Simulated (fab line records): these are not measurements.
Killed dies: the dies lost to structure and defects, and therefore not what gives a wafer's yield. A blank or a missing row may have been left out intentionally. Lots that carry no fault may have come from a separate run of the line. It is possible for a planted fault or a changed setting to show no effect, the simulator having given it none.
Matching of chambers :: flow n5 finfet :: rie diel-01 running N5_BEOL_M1_DESCUM_33: 4 sister chambers
The step chemistry O2, time 7 s. 18 wafers are shown with their chamber, then 9 later ones without.

== EACH WAFER AND ITS CHAMBER ==
wafer: L080.3
chamber: 3
showerhead plenum p Torr (Torr): 2.13
drypump motor current A (A): 5.4
throttle valve pct (%): 20.35

wafer: L080.5
chamber: 1
showerhead plenum p Torr (Torr): 2.23
drypump motor current A (A): 6.0
throttle valve pct (%): 19.98

wafer: L080.6
chamber: 3
showerhead plenum p Torr (Torr): 2.13
drypump motor current A (A): 5.4
throttle valve pct (%): 20.37

wafer: L081.1
chamber: 1
showerhead plenum p Torr (Torr): 2.23
drypump motor current A (A): 5.9
throttle valve pct (%): 19.99

wafer: L081.3
chamber: 0
showerhead plenum p Torr (Torr): 2.23
drypump motor current A (A): 5.1
throttle valve pct (%): 20.46

wafer: L081.5
chamber: 1
showerhead plenum p Torr (Torr): 2.23
drypump motor current A (A): 6.0
throttle valve pct (%): 19.98

wafer: L084.2
chamber: 3
showerhead plenum p Torr (Torr): 2.13
drypump motor current A (A): 5.4
throttle valve pct (%): 20.37

wafer: L084.3
chamber: 0
showerhead plenum p Torr (Torr): 2.23
drypump motor current A (A): 5.0
throttle valve pct (%): 20.47

wafer: L084.6
chamber: 2
showerhead plenum p Torr (Torr): 2.06
drypump motor current A (A): 5.5
throttle valve pct (%): 20.60

wafer: L085.1
chamber: 1
showerhead plenum p Torr (Torr): 2.23
drypump motor current A (A): 6.0
throttle valve pct (%): 19.98

wafer: L085.5
chamber: 0
showerhead plenum p Torr (Torr): 2.23
drypump motor current A (A): 5.1
throttle valve pct (%): 20.46

wafer: L085.6
chamber: 3
showerhead plenum p Torr (Torr): 2.13
drypump motor current A (A): 5.4
throttle valve pct (%): 20.36

wafer: L088.2
chamber: 0
showerhead plenum p Torr (Torr): 2.22
drypump motor current A (A): 5.1
throttle valve pct (%): 20.47

wafer: L088.3
chamber: 1
showerhead plenum p Torr (Torr): 2.23
drypump motor current A (A): 6.0
throttle valve pct (%): 20.02

wafer: L088.5
chamber: 0
showerhead plenum p Torr (Torr): 2.22
drypump motor current A (A): 5.1
throttle valve pct (%): 20.46

wafer: L093.1
chamber: 1
showerhead plenum p Torr (Torr): 2.22
drypump motor current A (A): 6.0
throttle valve pct (%): 20.03

wafer: L093.3
chamber: 2
showerhead plenum p Torr (Torr): 2.06
drypump motor current A (A): 5.5
throttle valve pct (%): 20.21

wafer: L093.6
chamber: 0
showerhead plenum p Torr (Torr): 2.22
drypump motor current A (A): 5.1
throttle valve pct (%): 20.50

SIGNATURES (averages over the wafers above)
reading: showerhead plenum p Torr
chamber 0: 2.2250
chamber 1: 2.2283
chamber 2: 2.0600
chamber 3: 2.1300
scatter within a chamber: 0.00408

reading: drypump motor current A
chamber 0: 5.083
chamber 1: 5.983
chamber 2: 5.500
chamber 3: 5.400
scatter within a chamber: 0.0345

reading: throttle valve pct
chamber 0: 20.4700
chamber 1: 19.9967
chamber 2: 20.4050
chamber 3: 20.3625
scatter within a chamber: 0.0756
Rule: distance of a wafer from a chamber = root of the sum over the readings of ((wafer's reading minus chamber's mean) / reading's scatter) squared. The wafer belongs to the nearest chamber; if the next one is less than 2 further off, it can't be placed. The scatter: the root of (the sum of the squares of (reading less its chamber's mean) over the shown wafers, divided by (wafers less chambers)).

== WAFERS MISSING THEIR CHAMBER ==
wafer: L095.3
showerhead plenum p Torr (Torr): 2.05
drypump motor current A (A): 5.6
throttle valve pct (%): 20.23

wafer: L095.4
showerhead plenum p Torr (Torr): 2.12
drypump motor current A (A): 5.4
throttle valve pct (%): 20.42

wafer: L095.5
showerhead plenum p Torr (Torr): 2.22
drypump motor current A (A): 5.1
throttle valve pct (%): 20.50

wafer: L094.2
showerhead plenum p Torr (Torr): 2.05
drypump motor current A (A): 5.6
throttle valve pct (%): 20.21

wafer: L094.3
showerhead plenum p Torr (Torr): 2.22
drypump motor current A (A): 6.0
throttle valve pct (%): 20.02

wafer: L094.5
showerhead plenum p Torr (Torr): 2.05
drypump motor current A (A): 5.6
throttle valve pct (%): 20.21

wafer: L097.1
showerhead plenum p Torr (Torr): 2.22
drypump motor current A (A): 6.0
throttle valve pct (%): 20.04

wafer: L097.2
showerhead plenum p Torr (Torr): 2.22
drypump motor current A (A): 5.1
throttle valve pct (%): 20.50

wafer: L097.3
showerhead plenum p Torr (Torr): 2.05
drypump motor current A (A): 5.5
throttle valve pct (%): 20.22

== EACH ONE'S CHAMBER ==
wafer: L095.3
from the rows above: 2
in truth: 2

wafer: L095.4
from the rows above: 3
in truth: 3

wafer: L095.5
from the rows above: 0
in truth: 0

wafer: L094.2
from the rows above: 2
in truth: 2

wafer: L094.3
from the rows above: 1
in truth: 1

wafer: L094.5
from the rows above: 2
in truth: 2

wafer: L097.1
from the rows above: 1
in truth: 1

wafer: L097.2
from the rows above: 0
in truth: 0

wafer: L097.3
from the rows above: 2
in truth: 2
Correctly placed: 9 of 9. Can't be placed from these rows: 0. Number placed wrongly: 0.
